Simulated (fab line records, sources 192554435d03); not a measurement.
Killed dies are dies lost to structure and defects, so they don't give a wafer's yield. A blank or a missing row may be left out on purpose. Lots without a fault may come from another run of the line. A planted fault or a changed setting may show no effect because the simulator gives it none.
fab line records | flow n5_finfet | part 1 of 2: steps 1 to 22 of 32
record lots=5 wafers=15 last_day=17
route steps=1938 shown BEOL_M2@842
lots that met no fault: from a run of the same line without faults
start_h: hours from the record's first day to the start of the lot's first wafer shown | wait_h: hours since the lot's step before | " the same as in the row above | L1.1+2: a row that stands for several wafers | - no value, or no start given | * or withheld: withheld | < > ~ a bound
route shown NAME@n: a module of which the file shows steps, and the number in the route of the first | usual: mean/standard deviation of fault-free wafers | same: alike in all rows | chamber/n: place in a boat | sites: the reading at each site | _std_site: their standard deviation | _edge_site: outer sites' mean less inner sites' | radius_mm: how far each site lies from the wafer's centre | mask NAME#n: copy n | behind: the tool/chamber that last shaped the wafer | hold: why the lot was held/for how many hours/how that ended | device: the transistor (n, p or np) that didn't switch | end of line: the same wafers' tests at the end of the route | a step without rows: its recipe alone | killed: dies lost to structure and defects at the first sort, not the wafer's yield | map: a wafer's dies, x killed, . not, _ none there
set.NAME: the setting as run; set.NAME@STEP: as run at that earlier step | model.NAME: the simulator's own value behind a step, which no gauge read
lots at some steps of the route; a table a step, a row a wafer
services: from which hour (start_h, from the record's first day; less than 0 if before it) a tool's chamber was out of use, for how many hours, and why
## steps
# step N5_BEOL_M2_THK_MEAS_01
# recipe reads=SiOC_of_BEOL_M2_ILD_DEP_00
# usual M2_ILD_THK=78.7/1.1
# columns lot.wafer tool chamber start_h wait_h M2_ILD_THK[nm]
L085.1 film_metro-01 - 205.29 0.0 78.9
L085.4 " - " " 80.3
L085.6 " - " " 80.3
L086.2 film_metro-01 - 212.03 0.1 77.6
L086.3 " - " " 77.9
L086.5 " - " " 77.7
L088.1 film_metro-01 - 222.47 0.1 78.5
L088.3 " - " " 79.1
L088.4 " - " " 79.9
L091.2 film_metro-01 - 236.46 0.1 76.7
L091.4 " - " " 79.4
L091.6 " - " " 78.4
L095.3 film_metro-02 - 273.56 0.1 78.4
L095.5 " - " " 81.0
L095.6 " - " " 79.1
# step N5_BEOL_M2_PECVD_72
# recipe material=SiO2 target_thk_a=160 temp_c=400 precursor=TEOS/O2 pressure_torr=5.5 rf_w=450 teos_flow_sccm=53.8 gas=O2 flow_sccm=3000 time_s=18
# usual heater_power_w=698/74 showerhead_plenum_p_Torr=8.76/0.059 throttle_valve_pct=21.8/1.1
# columns lot.wafer tool chamber start_h wait_h heater_power_w showerhead_plenum_p_Torr since_wet_clean_h throttle_valve_pct
L085.1 pecvd-01 2 205.33 0.0 736 8.75 518 20.8
L085.4 " 0 " " 810 8.67 - 20.2
L085.6 " 1 " " 769 8.70 - 21.5
L086.2 pecvd-01 0 212.07 0.0 730 8.67 51 20.7
L086.3 " 0 " " 716 8.68 - 20.3
L086.5 " 1 " " 774 8.71 - 21.7
L088.1 pecvd-02 0 222.50 0.0 649 8.84 1108 22.6
L088.3 " 1 " " 642 8.78 1833 23.2
L088.4 " 0 " " 639 8.82 - 22.9
L091.2 pecvd-01 0 236.50 0.0 694 8.69 75 20.4
L091.4 " 2 " " 739 8.76 - 20.6
L091.6 " 0 " " 683 8.68 - 20.5
L095.3 pecvd-02 1 273.60 0.0 600 8.77 1884 22.9
L095.5 " 1 " " 582 8.77 - 23.2
L095.6 " 2 " " 533 8.69 - 22.2
# step N5_BEOL_M2_HM_DEP_02
# recipe material=TiN target_thk_a=200 temp_c=25 chamber_pressure_pa=0.49996
# usual chamber_pressure_pa=0.5001/0.0011 throttle_valve_pct=29.9/1.3
# columns lot.wafer tool chamber start_h wait_h chamber_pressure_pa throttle_valve_pct
L085.1 pvd_sputter-01 - 207.32 2.0 0.4990 27.7
L085.4 " - " " 0.5002 30.4
L085.6 " - " " 0.5000 27.8
L086.2 pvd_sputter-01 - 213.04 1.0 0.4995 27.9
L086.3 " - " " 0.5011 30.2
L086.5 " - " " 0.4992 27.8
L088.1 pvd_sputter-02 - 224.13 1.6 0.4985 31.4
L088.3 " - " " 0.4996 28.5
L088.4 " - " " 0.4998 29.6
L091.2 pvd_sputter-03 - 236.55 0.0 0.5009 29.2
L091.4 " - " " 0.4989 30.8
L091.6 " - " " 0.5006 31.1
L095.3 pvd_sputter-01 - 274.38 0.8 0.4992 30.1
L095.5 " - " " 0.4983 31.3
L095.6 " - " " 0.4993 29.6
# step N5_BEOL_M2_COAT_61
# recipe resist=SOC temp_c=250 time_s=60 spin_rpm=1500 resist_thk_nm=60
# usual spin_speed_rpm=1500.1/1
# columns lot.wafer tool chamber start_h wait_h spin_speed_rpm
L085.1 litho_track-05 0 207.45 0.1 1500.4
L085.4 " 0 " " 1499.5
L085.6 " 0 " " 1499.9
L086.2 litho_track-03 0 213.17 0.1 1500.6
L086.3 " 0 " " 1501.8
L086.5 " 0 " " 1498.7
L088.1 litho_track-04 0 224.26 0.1 1499.5
L088.3 " 0 " " 1501.2
L088.4 " 0 " " 1499.3
L091.2 litho_track-03 0 236.68 0.1 1499.3
L091.4 " 0 " " 1498.0
L091.6 " 0 " " 1497.3
L095.3 litho_track-05 0 274.51 0.1 1500.8
L095.5 " 0 " " 1499.4
L095.6 " 0 " " 1501.7
# step N5_BEOL_M2_COAT_62
# recipe resist=SiARC temp_c=220 time_s=60 spin_rpm=1500 resist_thk_nm=12
# usual spin_speed_rpm=1500.0/1.1
# columns lot.wafer tool chamber start_h wait_h spin_speed_rpm
L085.1 litho_track-05 0 - - 1501.3
L085.4 " 0 " " 1498.8
L085.6 " 0 " " 1499.1
L086.2 litho_track-03 0 - - 1498.3
L086.3 " 0 " " 1500.4
L086.5 " 0 " " 1499.4
L088.1 litho_track-04 0 - - 1498.9
L088.3 " 0 " " 1499.7
L088.4 " 0 " " 1498.3
L091.2 litho_track-03 0 - - 1500.0
L091.4 " 0 " " 1499.4
L091.6 " 0 " " 1498.3
L095.3 litho_track-05 0 - - 1500.2
L095.5 " 0 " " 1499.9
L095.6 " 0 " " 1500.2
# step N5_BEOL_M2_COAT_73
# recipe resist=underlayer temp_c=205 time_s=60 spin_rpm=1500 resist_thk_nm=5
# usual spin_speed_rpm=1500.0/1
# columns lot.wafer tool chamber start_h wait_h spin_speed_rpm
L085.1 litho_track-05 0 - - 1499.8
L085.4 " 0 " " 1499.8
L085.6 " 0 " " 1499.7
L086.2 litho_track-03 0 - - 1499.8
L086.3 " 0 " " 1499.1
L086.5 " 0 " " 1500.0
L088.1 litho_track-04 0 - - 1498.6
L088.3 " 0 " " 1499.1
L088.4 " 0 " " 1498.8
L091.2 litho_track-03 0 - - 1501.6
L091.4 " 0 " " 1502.1
L091.6 " 0 " " 1498.2
L095.3 litho_track-05 0 - - 1498.6
L095.5 " 0 " " 1499.0
L095.6 " 0 " " 1501.4
# step N5_BEOL_M2_COAT_05
# recipe resist=CAR-EUV spin_rpm=1500 resist_thk_nm=30
# usual spin_speed_rpm=1500.0/0.93
# columns lot.wafer tool chamber start_h wait_h spin_speed_rpm
L085.1 litho_track-05 0 - - 1501.9
L085.4 " 0 " " 1499.9
L085.6 " 0 " " 1500.4
L086.2 litho_track-03 0 - - 1501.1
L086.3 " 0 " " 1500.7
L086.5 " 0 " " 1499.3
L088.1 litho_track-04 0 - - 1500.0
L088.3 " 0 " " 1499.3
L088.4 " 0 " " 1498.8
L091.2 litho_track-03 0 - - 1501.2
L091.4 " 0 " " 1502.1
L091.6 " 0 " " 1501.3
L095.3 litho_track-05 0 - - 1501.4
L095.5 " 0 " " 1499.4
L095.6 " 0 " " 1501.3
# step N5_BEOL_M2_EBR_07
# recipe solvent=PGMEA ebr_width_mm=1.5
# columns lot.wafer tool chamber start_h wait_h
L085.1+4+6 litho_track-05 0 - -
L086.2+3+5 litho_track-03 0 - -
L088.1+3+4 litho_track-04 0 - -
L091.2+4+6 litho_track-03 0 - -
L095.3+5+6 litho_track-05 0 - -
# step N5_BEOL_M2_SOFTBAKE_06
# recipe temp_c=110 time_s=60 resist=CAR-EUV
# columns lot.wafer tool chamber start_h wait_h
L085.1+4+6 litho_track-05 0 - -
L086.2+3+5 litho_track-03 0 - -
L088.1+3+4 litho_track-04 0 - -
L091.2+4+6 litho_track-03 0 - -
L095.3+5+6 litho_track-05 0 - -
# step N5_BEOL_M2_EXPOSE_08
# recipe mask_id=M2 na=0.33 source_shape=dipole sigma_inner=0.369 sigma_outer=0.767 polarization=unpolarized dose_mj=41.25
# columns lot.wafer tool chamber start_h wait_h mask
L085.1+4+6 euv_scanner-01 0 207.58 - M2#0
L086.2+3+5 euv_scanner-01 0 213.31 - M2#0
L088.1+3+4 euv_scanner-01 0 224.52 - M2#0
L091.2+4+6 euv_scanner-01 0 236.82 - M2#0
L095.3+5+6 euv_scanner-02 0 274.66 - M2#0
# step N5_BEOL_M2_PEB_09
# recipe peb_temp_c=100 peb_time_s=60 resist=CAR-EUV
# columns lot.wafer tool chamber start_h wait_h
L085.1+4+6 litho_track-04 0 207.65 0.1
L086.2+3+5 litho_track-05 0 213.37 0.1
L088.1+3+4 litho_track-05 0 224.59 0.1
L091.2+4+6 litho_track-03 0 236.88 0.1
L095.3+5+6 litho_track-03 0 274.71 0.0
# step N5_BEOL_M2_DEVELOP_10
# recipe develop_time_s=30 developer=TMAH resist=CAR-EUV rinse_liquid=surfactant_rinse dry=air_spin dev_temp_c=23
# usual developer_temp_C=22.97/0.12
# same develop_time_s=30
# columns lot.wafer tool chamber start_h wait_h developer_temp_C
L085.1 litho_track-04 0 - - 22.83
L085.4 " 0 " " 22.86
L085.6 " 0 " " 22.81
L086.2 litho_track-05 0 - - 22.92
L086.3 " 0 " " 22.91
L086.5 " 0 " " 23.01
L088.1 litho_track-05 0 - - 23.09
L088.3 " 0 " " 23.05
L088.4 " 0 " " 23.14
L091.2 litho_track-03 0 - - 23.13
L091.4 " 0 " " 23.13
L091.6 " 0 " " 23.11
L095.3 litho_track-03 0 - - 22.91
L095.5 " 0 " " 23.02
L095.6 " 0 " " 22.86
# step N5_BEOL_M2_CD_MEAS_11
# recipe target_cd_nm=16.79 landing_energy_ev=500 detector=se_inlens polarity=opening
# usual cd_nm=16.78/0.21
# columns lot.wafer tool chamber start_h wait_h cd_nm
L085.1 cd_sem-03 0 207.71 - 16.67
L085.4 " 0 " " 17.14
L085.6 " 0 " " 16.72
L086.2 cd_sem-01 0 213.44 - 16.83
L086.3 " 0 " " 16.89
L086.5 " 0 " " 16.59
L088.1 cd_sem-01 0 224.65 - 16.89
L088.3 " 0 " " 17.19
L088.4 " 0 " " 16.74
L091.2 cd_sem-02 0 236.95 - 16.57
L091.4 " 0 " " 16.77
L091.6 " 0 " " 16.51
L095.3 cd_sem-03 0 274.78 - 16.94
L095.5 " 0 " " 16.60
L095.6 " 0 " " 16.66
# step N5_BEOL_M2_OVL_MEAS_12
# recipe points_per_wafer=522
# usual M2_OVL=0.0/0.76
# columns lot.wafer tool chamber start_h wait_h M2_OVL[nm]
L085.1 overlay-02 0 207.75 0.0 0.6
L085.4 " 0 " " 1.3
L085.6 " 0 " " 1.4
L086.2 overlay-02 0 213.47 0.0 0.2
L086.3 " 0 " " -0.1
L086.5 " 0 " " 0.8
L088.1 overlay-01 0 224.68 0.0 0.8
L088.3 " 0 " " 1.3
L088.4 " 0 " " 0.8
L091.2 overlay-02 0 236.98 0.0 -0.6
L091.4 " 0 " " -0.1
L091.6 " 0 " " 0.2
L095.3 overlay-01 0 274.82 0.0 0.2
L095.5 " 0 " " 0.7
L095.6 " 0 " " 0.5
# step N5_BEOL_M2_INSPECT_13
# recipe mode=adi inspect_instrument=brightfield
# usual raw_defect_count=418/87
# columns lot.wafer tool chamber start_h wait_h raw_defect_count
L085.1 defect_inspect-02 - 207.80 0.1 557
L085.4 " - " " 518
L085.6 " - " " 419
L086.2 defect_inspect-02 - 213.52 0.0 348
L086.3 " - " " 373
L086.5 " - " " 379
L088.1 defect_inspect-02 - 224.74 0.1 433
L088.3 " - " " 424
L088.4 " - " " 493
L091.2 defect_inspect-02 - 237.04 0.0 430
L091.4 " - " " 610
L091.6 " - " " 443
L095.3 defect_inspect-01 - 274.87 0.0 385
L095.5 " - " " 462
L095.6 " - " " 405
# step N5_BEOL_M2_DESCUM_16
# recipe chemistry=O2 time_s=7 source_power_w=50 bias_power_w=20 pressure_mtorr=20 rf_frequency_hz=2.712e+07 temp_c=40 resist=CAR-EUV o2_flow_sccm=225
# usual drypump_motor_current_A=5.9/0.42 oes_product_au=0.76/0.091 rf_vpp_V=243.1/1.4 showerhead_plenum_p_Torr=2.08/0.077 throttle_valve_pct=20.40/0.25
# columns lot.wafer tool chamber start_h wait_h drypump_motor_current_A oes_product_au rf_hours_counter_h rf_vpp_V showerhead_plenum_p_Torr throttle_valve_pct
L085.1 rie_diel-03 3 207.84 0.0 5.9 0.71 205 241.6 2.05 20.06
L085.4 " 0 " " 6.3 0.66 - 243.2 2.06 20.63
L085.6 " 1 " " 6.3 0.76 - 243.7 2.10 20.46
L086.2 rie_diel-03 1 213.56 0.0 6.4 0.76 132 242.7 2.10 20.46
L086.3 " 3 " " 5.9 0.72 207 242.8 2.05 20.03
L086.5 " 1 " " 6.3 0.76 - 243.8 2.10 20.45
L088.1 rie_diel-05 3 224.78 0.0 6.5 0.69 220 244.3 2.15 20.67
L088.3 " 1 " " 5.1 0.68 232 243.5 2.17 20.79
L088.4 " 2 " " 5.5 0.90 33 241.5 2.03 20.03
L091.2 rie_diel-02 3 237.07 0.0 6.0 0.81 69 241.8 2.02 20.43
L091.4 " 0 " " 6.4 0.72 168 241.5 1.90 20.43
L091.6 " 1 " " 5.4 0.71 - 243.6 2.16 20.29
L095.3 rie_diel-05 1 274.90 0.0 5.1 0.67 252 243.1 2.16 20.83
L095.5 " 3 " " 6.5 0.68 - 243.6 2.15 20.71
L095.6 " 2 " " 5.5 0.87 - 241.9 2.03 20.06
# step N5_BEOL_M2_ETCH_74
# recipe chemistry=N2/H2 target=underlayer target_depth_a=65 mask_material=CAR-EUV time_s=5.2 ion_energy_ev=200 pressure_mtorr=30 source_w=840 bias_w=150 n2_flow_sccm=200 h2_flow_sccm=200 ends=cleared
# usual drypump_motor_current_A=5.9/0.43 etch_rf_on_time_s=5.14/0.1 oes_product_au=0.65/0.074 rf_vpp_V=523.6/2.7 showerhead_plenum_p_Torr=2.53/0.088 throttle_valve_pct=17.85/0.23
# columns lot.wafer tool chamber start_h wait_h drypump_motor_current_A etch_rf_on_time_s oes_product_au rf_hours_counter_h rf_vpp_V showerhead_plenum_p_Torr throttle_valve_pct
L085.1 rie_diel-03 3 207.87 0.0 5.9 5.07 0.61 206 524.7 2.54 17.71
L085.4 " 0 " " 6.3 5.30 0.57 - 522.7 2.50 18.00
L085.6 " 1 " " 6.4 5.21 0.66 - 524.6 2.54 17.77
L086.2 rie_diel-03 1 213.59 0.0 6.4 5.20 0.65 132 523.5 2.54 17.78
L086.3 " 3 " " 5.9 5.07 0.60 207 523.5 2.53 17.74
L086.5 " 1 " " 6.3 5.18 0.65 - 522.8 2.54 17.77
L088.1 rie_diel-05 3 224.81 0.0 6.5 5.04 0.60 220 528.7 2.63 18.30
L088.3 " 1 " " 5.1 5.16 0.59 232 524.6 2.61 18.09
L088.4 " 2 " " 5.5 5.16 0.75 33 521.4 2.48 17.44
L091.2 rie_diel-02 3 237.11 0.0 6.0 5.15 0.71 69 523.6 2.45 17.83
L091.4 " 0 " " 6.3 5.19 0.63 168 518.1 2.33 18.00
L091.6 " 1 " " 5.3 5.37 0.60 - 526.9 2.64 17.89
L095.3 rie_diel-05 1 274.93 0.0 5.2 5.13 0.58 252 524.4 2.60 18.09
L095.5 " 3 " " 6.5 5.11 0.59 - 526.0 2.62 18.31
L095.6 " 2 " " 5.5 5.20 0.73 - 521.4 2.47 17.48
# step N5_BEOL_M2_ETCH_63
# recipe chemistry=CF4 target=SiARC target_depth_a=156 mask_material=CAR-EUV time_s=26 ion_energy_ev=80 pressure_mtorr=40 source_w=545 bias_w=36 Ar_flow_sccm=100 cf4_flow_sccm=100 ends=cleared
# usual drypump_motor_current_A=5.9/0.42 etch_rf_on_time_s=25.9/0.54 oes_product_au=0.65/0.074 rf_vpp_V=183.9/1.2 showerhead_plenum_p_Torr=2.13/0.069 throttle_valve_pct=15.62/0.21
# columns lot.wafer tool chamber start_h wait_h drypump_motor_current_A etch_rf_on_time_s oes_product_au rf_hours_counter_h rf_vpp_V showerhead_plenum_p_Torr throttle_valve_pct
L085.1 rie_diel-03 3 207.89 0.0 5.9 25.1 0.62 206 183.9 2.13 15.48
L085.4 " 0 " " 6.2 26.6 0.56 - 183.3 2.11 15.86
L085.6 " 1 " " 6.4 26.2 0.65 - 183.8 2.14 15.61
L086.2 rie_diel-03 1 213.61 0.0 6.4 26.4 0.65 132 184.4 2.14 15.61
L086.3 " 3 " " 5.9 25.3 0.61 207 182.4 2.13 15.49
L086.5 " 1 " " 6.3 26.4 0.65 - 184.7 2.14 15.61
L088.1 rie_diel-05 3 224.83 0.0 6.5 25.4 0.60 220 185.3 2.20 15.92
L088.3 " 1 " " 5.1 25.7 0.59 232 185.0 2.19 15.90
L088.4 " 2 " " 5.5 26.5 0.74 33 183.7 2.09 15.28
L091.2 rie_diel-02 3 237.12 0.0 6.0 25.9 0.71 69 183.1 2.07 15.61
L091.4 " 0 " " 6.3 25.6 0.63 169 181.1 1.96 15.74
L091.6 " 1 " " 5.4 26.6 0.60 - 184.2 2.22 15.54
L095.3 rie_diel-05 1 274.95 0.0 5.2 25.5 0.58 252 185.3 2.18 15.93
L095.5 " 3 " " 6.5 25.2 0.59 - 183.8 2.19 15.95
L095.6 " 2 " " 5.5 26.4 0.73 - 181.5 2.09 15.31
# step N5_BEOL_M2_ETCH_64
# recipe chemistry=N2/H2 target=SOC target_depth_a=750 overetch_a=225 mask_material=SiARC temp_c=40 time_s=121.9 ion_energy_ev=200 pressure_mtorr=30 source_w=840 bias_w=150 n2_flow_sccm=200 h2_flow_sccm=200
# usual drypump_motor_current_A=5.9/0.42 oes_product_au=0.58/0.065 rf_vpp_V=523.4/2.5 showerhead_plenum_p_Torr=2.53/0.088 throttle_valve_pct=17.81/0.23
# columns lot.wafer tool chamber start_h wait_h drypump_motor_current_A oes_product_au rf_hours_counter_h rf_vpp_V showerhead_plenum_p_Torr throttle_valve_pct
L085.1 rie_diel-03 3 207.92 0.0 5.9 0.54 206 523.9 2.54 17.69
L085.4 " 0 " " 6.3 0.50 - 522.2 2.50 17.95
L085.6 " 1 " " 6.3 0.59 - 523.6 2.54 17.72
L086.2 rie_diel-03 1 213.64 0.0 6.3 0.58 132 522.3 2.54 17.74
L086.3 " 3 " " 5.9 0.54 207 523.4 2.54 17.71
L086.5 " 1 " " 6.4 0.58 - 526.0 2.54 17.75
L088.1 rie_diel-05 3 224.86 0.0 6.5 0.53 220 527.5 2.63 18.25
L088.3 " 1 " " 5.1 0.53 232 527.8 2.61 18.03
L088.4 " 2 " " 5.5 0.67 33 521.8 2.48 17.40
L091.2 rie_diel-02 3 237.15 0.0 5.9 0.62 69 520.7 2.46 17.79
L091.4 " 0 " " 6.4 0.56 169 517.5 2.33 17.93
L091.6 " 1 " " 5.4 0.54 - 526.2 2.64 17.83
L095.3 rie_diel-05 1 274.98 0.0 5.2 0.52 252 524.2 2.60 18.06
L095.5 " 3 " " 6.5 0.52 - 524.8 2.62 18.28
L095.6 " 2 " " 5.5 0.65 - 522.8 2.47 17.45
# step N5_BEOL_M2_STRIP_65
# recipe chemistry=N2/H2 temp_c=40 n2_flow_sccm=200 h2_flow_sccm=200 rf_frequency_hz=6e+07
# columns lot.wafer tool chamber start_h wait_h
L085.1+4+6 rie_diel-03 3,0,1 208.03 0.1
L086.2+3+5 rie_diel-03 1,3,1 213.75 0.1
L088.1+3+4 rie_diel-05 3,1,2 224.97 0.1
L091.2+4+6 rie_diel-02 3,0,1 237.26 0.1
L095.3+5+6 rie_diel-05 1,3,2 275.09 0.1
# step N5_BEOL_M2_STRIP_75
# recipe chemistry=N2/H2 temp_c=40 n2_flow_sccm=200 h2_flow_sccm=200 rf_frequency_hz=6e+07
# columns lot.wafer tool chamber start_h wait_h
L085.1+4+6 rie_diel-03 3,0,1 208.04 0.0
L086.2+3+5 rie_diel-03 1,3,1 213.76 0.0
L088.1+3+4 rie_diel-05 3,1,2 224.98 0.0
L091.2+4+6 rie_diel-02 3,0,1 237.27 0.0
L095.3+5+6 rie_diel-05 1,3,2 275.10 0.0
# step N5_BEOL_M2_STRIP_66
# recipe chemistry=CF4 resist=SiARC power_w=300 bias_power_w=75 pressure_mtorr=50 cf4_flow_sccm=150 rf_frequency_hz=6e+07
# usual drypump_motor_current_A=5.9/0.42 oes_product_au=0.75/0.084 rf_vpp_V=270.8/1.5 showerhead_plenum_p_Torr=1.78/0.056 throttle_valve_pct=13.59/0.22
# columns lot.wafer tool chamber start_h wait_h drypump_motor_current_A oes_product_au rf_hours_counter_h rf_vpp_V showerhead_plenum_p_Torr throttle_valve_pct
L085.1 rie_diel-03 3 208.05 0.0 5.9 0.70 206 270.9 1.78 13.48
L085.4 " 0 " " 6.3 0.66 - 269.8 1.77 13.91
L085.6 " 1 " " 6.3 0.75 - 271.0 1.78 13.55
L086.2 rie_diel-03 1 213.77 0.0 6.3 0.76 132 271.8 1.78 13.55
L086.3 " 3 " " 5.9 0.70 207 270.8 1.78 13.49
L086.5 " 1 " " 6.4 0.76 - 272.3 1.78 13.55
L088.1 rie_diel-05 3 224.99 0.0 6.5 0.68 220 272.7 1.83 13.88
L088.3 " 1 " " 5.1 0.68 232 271.6 1.82 13.87
L088.4 " 2 " " 5.5 0.87 33 270.2 1.75 13.22
L091.2 rie_diel-02 3 237.28 0.0 6.0 0.81 69 269.2 1.74 13.58
L091.4 " 0 " " 6.4 0.72 169 268.1 1.64 13.70
L091.6 " 1 " " 5.4 0.71 - 272.2 1.84 13.50
L095.3 rie_diel-05 1 275.11 0.0 5.1 0.67 252 271.3 1.82 13.92
L095.5 " 3 " " 6.5 0.68 - 271.9 1.83 13.93
L095.6 " 2 " " 5.5 0.85 - 272.0 1.75 13.27
